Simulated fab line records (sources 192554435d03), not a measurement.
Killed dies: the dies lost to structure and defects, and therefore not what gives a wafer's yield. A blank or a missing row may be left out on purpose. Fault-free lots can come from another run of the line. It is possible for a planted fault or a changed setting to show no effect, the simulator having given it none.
Which tool did it? ; flow n5_finfet ; 9 lots with 27 wafers sampled at 6 steps, on a route of 1938 steps

WHAT EACH GAUGE READ, for each wafer
N5_SD_EPI_P_CD_MEAS_09: target cd 240 nm. Usual: cd_nm at 240.3 nm, with a standard deviation of 1.2.
lot;measured;on;cd_nm (nm);flag
L146;day 3 12:27;cd_sem-01;238.4 238.4 239.5;
L151;day 4 21:50;cd_sem-01;240.1 241.8 240.4;
L156;day 5 23:59;cd_sem-01;241.9 239.8 241.6;
L157;day 6 06:40;cd_sem-03;240.0 239.3 240.7;
L158;day 6 16:52;cd_sem-02;237.9 239.1 239.3;
L164;day 8 01:15;cd_sem-01;241.1 241.3 239.3;
L165;day 8 07:25;cd_sem-02;239.9 239.8 240.8;
L166;day 8 12:36;cd_sem-02;242.6 240.9 240.0;
L167;day 8 16:55;cd_sem-02;240.4 238.7 240.8;

N5_SD_EPI_P_INSPECT_26: inspects for defects (darkfield). Usual: raw_defect_count at 172, with a standard deviation of 37.
lot;measured;on;raw_defect_count;flag
L146;day 3 16:17;defect_inspect-02;152 158 228;
L151;day 5 02:28;defect_inspect-02;202 217 243;
L156;day 6 04:27;defect_inspect-01;1370 1355 1452;OFF
L157;day 6 11:19;defect_inspect-02;1387 1390 1489;OFF
L158;day 6 20:40;defect_inspect-01;1389 1377 1377;OFF
L164;day 8 05:57;defect_inspect-02;165 145 144;
L165;day 8 12:04;defect_inspect-02;139 157 164;
L166;day 8 17:26;defect_inspect-02;189 187 125;
L167;day 8 20:43;defect_inspect-02;177 119 116;

N5_BEOL_M4_RC_MEAS_101. Usual: DIBL_N 37.0 mV/V, standard deviation 2.3; DIBL_P 37.3 mV/V, standard deviation 2.8; IOFF_N 0.17 nA/um, standard deviation 0.046; IOFF_P 0.23 nA/um, standard deviation 0.054; ION_N 675 uA/um, standard deviation 14; ION_P 460 uA/um, standard deviation 9.3; SS_N 71.7 mV/dec, standard deviation 0.73; SS_P 73.6 mV/dec, standard deviation 0.95; VT_N 249 mV, standard deviation 3.9; VT_P -250 mV, standard deviation 3.9.
lot;measured;on;DIBL_N (mV/V);DIBL_P (mV/V);IOFF_N (nA/um);IOFF_P (nA/um);ION_N (uA/um);ION_P (uA/um);SS_N (mV/dec);SS_P (mV/dec);VT_N (mV);VT_P (mV);flag
L146;day 8 02:19;prober-02;37.4 36.8 39.6;37.6 37.4 40.9;0.19 0.17 0.25;0.22 0.22 0.29;677 667 688;457 453 457;72.1 71.1 72.2;73.7 75.0 76.1;250 249 245;-249 -251 -248;
L151;day 9 08:11;prober-02;35.3 38.5 39.3;36.6 39.5 40.8;0.15 0.22 0.23;0.19 0.25 0.27;670 703 706;458 474 471;71.4 72.1 72.3;73.1 73.8 74.8;253 245 248;-255 -251 -249;
L164;day 13 00:56;prober-02;36.2 37.1 35.3;33.2 35.2 33.1;0.15 0.17 0.13;0.18 0.21 0.18;670 676 677;456 454 466;71.6 71.7 70.6;72.5 72.8 73.1;253 250 252;-253 -253 -250;
L165;day 13 14:05;prober-01;38.3 36.8 37.2;39.4 38.0 38.0;0.20 0.17 0.18;0.24 0.21 0.22;673 671 666;456 455 455;71.8 72.3 71.8;73.6 72.9 73.7;247 250 248;-251 -252 -250;
L166;day 13 20:28;prober-01;37.8 38.4 40.4;36.6 36.6 38.7;0.16 0.16 0.22;0.20 0.21 0.24;677 656 668;459 444 451;71.3 71.8 72.2;73.3 72.9 73.2;250 253 247;-256 -252 -253;
L167;day 14 07:43;prober-02;37.7 40.0 35.8;38.9 40.9 37.0;0.19 0.24 0.15;0.28 0.30 0.23;670 696 677;460 474 471;72.9 73.1 71.6;73.9 74.6 73.2;249 244 250;-247 -245 -248;

EACH LOT AND THE TOOL THAT RAN IT (in order: tool; ch and the chambers of the sampled wafers; start)
lot;N5_SD_EPI_N_VAPOR_ETCH_50;N5_SD_EPI_P_ETCHBACK_46;N5_SD_EPI_P_STRIP_40
L146;epi_rpcvd-03 ch 0, day 3 09:19;rie_diel-04 ch 0,1,3, day 3 12:57;plasma_asher-01 ch 0,1, day 3 13:25
L151;epi_rpcvd-01 ch 0, day 4 17:13;rie_diel-04 ch 2,3, day 4 22:20;plasma_asher-02 ch 0,1, day 4 22:45
L156;epi_rpcvd-03 ch 0, day 5 21:08;rie_diel-02 ch 2,3, day 6 01:08;plasma_asher-01 ch 0, day 6 01:32
L157;epi_rpcvd-03 ch 0, day 6 02:26;rie_diel-02 ch 0,1,2, day 6 07:10;plasma_asher-01 ch 0,1, day 6 07:35
L158;epi_rpcvd-02 ch 0, day 6 14:01;rie_diel-02 ch 1,3, day 6 17:22;plasma_asher-02 ch 0,1, day 6 17:47
L164;epi_rpcvd-03 ch 0, day 7 21:44;rie_diel-04 ch 0,1, day 8 01:48;plasma_asher-01 ch 0,1, day 8 02:13
L165;epi_rpcvd-03 ch 0, day 8 04:01;rie_diel-04 ch 0,2,3, day 8 07:55;plasma_asher-02 ch 0,1, day 8 08:21
L166;epi_rpcvd-03 ch 0, day 8 09:00;rie_diel-04 ch 0,2, day 8 13:18;plasma_asher-02 ch 0,1, day 8 13:43
L167;epi_rpcvd-02 ch 0, day 8 13:56;rie_diel-02 ch 0,1,3, day 8 17:25;plasma_asher-01 ch 0,1, day 8 17:50
- N5_SD_EPI_N_VAPOR_ETCH_50: etches Si in HCl, time 54 s.
- N5_SD_EPI_P_ETCHBACK_46: etches SiNx in CH3F/O2, stops on SiO2, target depth 17.5 nm.
- N5_SD_EPI_P_STRIP_40: strips in N2/H2.

AS READ BY THE TOOLS THEMSELVES (means over the sampled wafers that have a number; for cases with no such wafer, the mark the record gives instead)
N5_SD_EPI_N_VAPOR_ETCH_50. Usual: throttle_valve_pct at 11.27 %, with a standard deviation of 0.2.
lot;tool;throttle_valve_pct (%);flag
L146;epi_rpcvd-03;11.29;
L151;epi_rpcvd-01;11.32;
L156;epi_rpcvd-03;11.24;
L157;epi_rpcvd-03;11.32;
L158;epi_rpcvd-02;11.09;
L164;epi_rpcvd-03;11.25;
L165;epi_rpcvd-03;11.42;
L166;epi_rpcvd-03;11.47;
L167;epi_rpcvd-02;10.98;

N5_SD_EPI_P_ETCHBACK_46. Usual: drypump_motor_current_A 5.8 A, standard deviation 0.56; oes_f_703_au 0.75 a.u., standard deviation 0.07; oes_product_au 0.64 a.u., standard deviation 0.052; rf_vpp_V 294 V, standard deviation 7.4; showerhead_plenum_p_Torr 2.01 Torr, standard deviation 0.067; throttle_valve_pct 16.27 %, standard deviation 0.2.
lot;tool;drypump_motor_current_A (A);oes_f_703_au (a.u.);oes_product_au (a.u.);rf_vpp_V (V);showerhead_plenum_p_Torr (Torr);throttle_valve_pct (%);flag
L146;rie_diel-04;5.8;0.75;0.64;292;2.03;16.25;
L151;rie_diel-04;5.6;0.72;0.62;292;1.95;16.33;
L156;rie_diel-02;6.4;0.74;0.63;285;1.95;16.37;
L157;rie_diel-02;5.9;0.73;0.61;296;2.00;16.25;
L158;rie_diel-02;5.5;0.70;0.62;301;2.03;16.15;
L164;rie_diel-04;5.9;0.74;0.63;295;2.07;16.20;
L165;rie_diel-04;5.4;0.73;0.62;290;2.01;16.37;
L166;rie_diel-04;5.2;0.75;0.64;287;2.07;16.36;
L167;rie_diel-02;6.0;0.80;0.68;298;2.02;16.11;

N5_SD_EPI_P_STRIP_40. Usual: drypump_motor_current_A 5.88 A, standard deviation 0.15; h2_flow_sccm 3250 sccm, standard deviation 11; heater_power_w 348 W, standard deviation 53; n2_flow_sccm 1750 sccm, standard deviation 4.9; oes_product_au 0.762 a.u., standard deviation 0.011.
lot;tool;drypump_motor_current_A (A);h2_flow_sccm (sccm);heater_power_w (W);n2_flow_sccm (sccm);oes_product_au (a.u.);flag
L146;plasma_asher-01;5.99;3243;320;1747;0.757;
L151;plasma_asher-02;5.82;3254;364;1754;0.767;
L156;plasma_asher-01;-;-;-;-;-;OFF
L157;plasma_asher-01;-;-;-;-;-;OFF
L158;plasma_asher-02;-;-;-;-;-;OFF
L164;plasma_asher-01;6.01;3246;361;1749;0.761;
L165;plasma_asher-02;5.75;3258;336;1750;0.757;
L166;plasma_asher-02;5.75;3244;332;1748;0.768;
L167;plasma_asher-01;5.96;3268;327;1749;0.767;

THE ANSWER, worked out from the rows above alone
Rule: take the mean of a lot's wafers that have a number; if it is more than 3 standard deviations from the usual mean, the lot is off. Also off: a lot with no number at a reading for which 4 or more lots have one. Any other lot the step has rows for is counted as sound. The gauges are gone through in route order, then the tools' own readings, and for those a lot's mean is taken as printed above. At the first step where some lot is off, the reading lying furthest off is the one used; lots without a number count as furthest.
Off at N5_SD_EPI_P_INSPECT_26 (raw_defect_count): L156, L157, L158.
If a tool, at a process step before that reading, ran all the lots that are off and no sound lot after the first of them, it fits. The gauges at N5_SD_EPI_P_INSPECT_26 aren't tried: what is off there is off at N5_SD_EPI_P_STRIP_40 too, on other tools, and a gauge's error can't cause that. Not one of the candidates tried fits.

WHAT HAD BEEN PUT IN BY THE SIMULATOR
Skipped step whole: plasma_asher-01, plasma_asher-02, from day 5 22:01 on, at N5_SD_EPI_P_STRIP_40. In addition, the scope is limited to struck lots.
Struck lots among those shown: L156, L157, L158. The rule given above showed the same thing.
